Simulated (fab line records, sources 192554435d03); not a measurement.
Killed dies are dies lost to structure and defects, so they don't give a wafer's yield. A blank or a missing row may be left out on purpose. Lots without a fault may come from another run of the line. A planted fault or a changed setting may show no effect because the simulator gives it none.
Split-lot experiment | flow n5_finfet | 7 lots, 39 wafers read, on a route of 1938 steps

THE SPLIT
At N5_DUMMY_GATE_DESCUM_20 (chemistry O2, time 6.2 s), the setting time_s was moved away from the recipe's 6.2 s on 18 of the 39 wafers read, by -42.6% to +39.3%. The other wafers ran this setting at the recipe's value.

The file shows no step between the split and the reading.

THE READING
CAR-EUV_of_DUMMY_GATE_COAT_09.thk_nm (the simulator's own value, which no gauge read), in nm, at N5_DUMMY_GATE_ETCH_29 (etches underlayer in N2/H2, target depth 13 nm). The file gives no usual value for it. The 21 wafers here that ran the recipe average 18.9 nm, standard deviation 0.29 nm.

wafer  | tool, chamber at the split | time_s as run, s | against the recipe | CAR-EUV_of_DUMMY_GATE_COAT_09.thk_nm, nm | against lot-mates on the recipe
L076.1 | rie_diel-02, 0             | 7.351            | +18.6%             | 18                                       | -0.7
L076.5 | rie_diel-02, 0             | 7.351            | +18.6%             | 18                                       | -0.7
L076.2 | rie_diel-02, 1,3,1         | 6.2              | recipe             | 18.6                                     | -
L076.6 | rie_diel-02, 1,3,1         | 6.2              | recipe             | 18.6                                     | -
L076.3 | rie_diel-02, 1,3,1         | 6.2              | recipe             | 18.8                                     | -
L076.4 | rie_diel-02, 2             | 7.351            | +18.6%             | 18.6                                     | -0.1
L080.1 | rie_diel-02, 3             | 3.557            | -42.6%             | 20                                       | +1.1
L080.5 | rie_diel-02, 3             | 3.557            | -42.6%             | 20                                       | +1.1
L080.2 | rie_diel-02, 2             | 6.2              | recipe             | 19.2                                     | -
L080.6 | rie_diel-02, 2             | 6.2              | recipe             | 19.2                                     | -
L080.3 | rie_diel-02, 0             | 6.2              | recipe             | 18.4                                     | -
L080.4 | rie_diel-02, 0             | 3.557            | -42.6%             | 19.8                                     | +0.9
L083.3 | rie_diel-02, 3,1           | 6.2              | recipe             | 18.8                                     | -
L083.4 | rie_diel-02, 2             | 6.2              | recipe             | 19.4                                     | -
L083.6 | rie_diel-02, 3,1           | 6.2              | recipe             | 18.6                                     | -
L086.1 | rie_diel-06, 0,2,1         | 6.2              | recipe             | 19.2                                     | -
L086.2 | rie_diel-06, 1,3,0         | 8.639            | +39.3%             | 17.6                                     | -1.3
L086.3 | rie_diel-06, 1,3,0         | 8.639            | +39.3%             | 17.6                                     | -1.3
L086.4 | rie_diel-06, 0,2,1         | 6.2              | recipe             | 18.8                                     | -
L086.5 | rie_diel-06, 0,2,1         | 6.2              | recipe             | 18.8                                     | -
L086.6 | rie_diel-06, 1,3,0         | 8.639            | +39.3%             | 17.8                                     | -1.1
L091.1 | rie_diel-03, 0             | 6.2              | recipe             | 18.6                                     | -
L091.2 | rie_diel-03, 3,2           | 6.2              | recipe             | 19.2                                     | -
L091.3 | rie_diel-03, 3,2           | 6.2              | recipe             | 19                                       | -
L091.4 | rie_diel-03, 1,0           | 8.142            | +31.3%             | 17.6                                     | -1.3
L091.6 | rie_diel-03, 1,0           | 8.142            | +31.3%             | 17.6                                     | -1.3
L091.5 | rie_diel-03, 3             | 8.142            | +31.3%             | 18.2                                     | -0.7
L092.1 | rie_diel-06, 2,3,2         | 6.2              | recipe             | 19                                       | -
L092.3 | rie_diel-06, 2,3,2         | 6.2              | recipe             | 19                                       | -
L092.6 | rie_diel-06, 2,3,2         | 6.2              | recipe             | 19                                       | -
L092.2 | rie_diel-06, 1,1,3         | 5.242            | -15.5%             | 19.4                                     | +0.4
L092.4 | rie_diel-06, 1,1,3         | 5.242            | -15.5%             | 19.6                                     | +0.6
L092.5 | rie_diel-06, 1,1,3         | 5.242            | -15.5%             | 19.6                                     | +0.6
L095.1 | rie_diel-02, 1,0           | 7.491            | +20.8%             | 18                                       | -1.1
L095.3 | rie_diel-02, 1,0           | 7.491            | +20.8%             | 18                                       | -1.1
L095.2 | rie_diel-02, 2             | 7.491            | +20.8%             | 18.8                                     | -0.3
L095.4 | rie_diel-02, 3             | 6.2              | recipe             | 18.8                                     | -
L095.5 | rie_diel-02, 2             | 6.2              | recipe             | 19.6                                     | -
L095.6 | rie_diel-02, 3             | 6.2              | recipe             | 19                                       | -
Where a row lists several chambers, the file gives one row for several wafers and doesn't say which wafer went through which chamber.

THE FIT
A straight line over all 39 wafers: CAR-EUV_of_DUMMY_GATE_COAT_09.thk_nm changes by -0.0302 nm for each +1% of time_s; r = -0.90; the points scatter about the line by 0.29 nm.
The same after taking each lot's own level away (the mean of its wafers on the recipe; 39 wafers): -0.0299 nm for each +1%; r = -0.91; scatter 0.28 nm.
On that fit, the largest move of time_s shifts the reading by 1.3 nm.
The lots' own levels span 18.67 to 19.13 nm, that is 1.6 times the standard deviation above.
So the lot-to-lot level changes the slope little: the two slopes agree.
Check: with one of the wafers moved furthest among these (-42.6%) left out of the fit, the line predicts +1.26 nm for it against its lot-mates. It came out at +1.07 nm against them.

THE WHOLE CHAIN: every reading that the file lists as answering this split, in the file's order
step                    | what it does                                   | reading                                                                               | change (the file's fit)                | r (the file's)
N5_DUMMY_GATE_DESCUM_20 | chemistry O2, time 6.2 s                       | CAR-EUV_of_DUMMY_GATE_COAT_09.thk_nm (the simulator's own value, which no gauge read) | -0.0317 nm for each +1% of the setting | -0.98
N5_DUMMY_GATE_ETCH_29   | etches underlayer in N2/H2, target depth 13 nm | CAR-EUV_of_DUMMY_GATE_COAT_09.thk_nm (the simulator's own value, which no gauge read) | -0.0304 nm for each +1% of the setting | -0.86

THE FILE'S OWN FIT
CAR-EUV_of_DUMMY_GATE_COAT_09.thk_nm changes by -0.0304 nm for each +1% of time_s, r = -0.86.
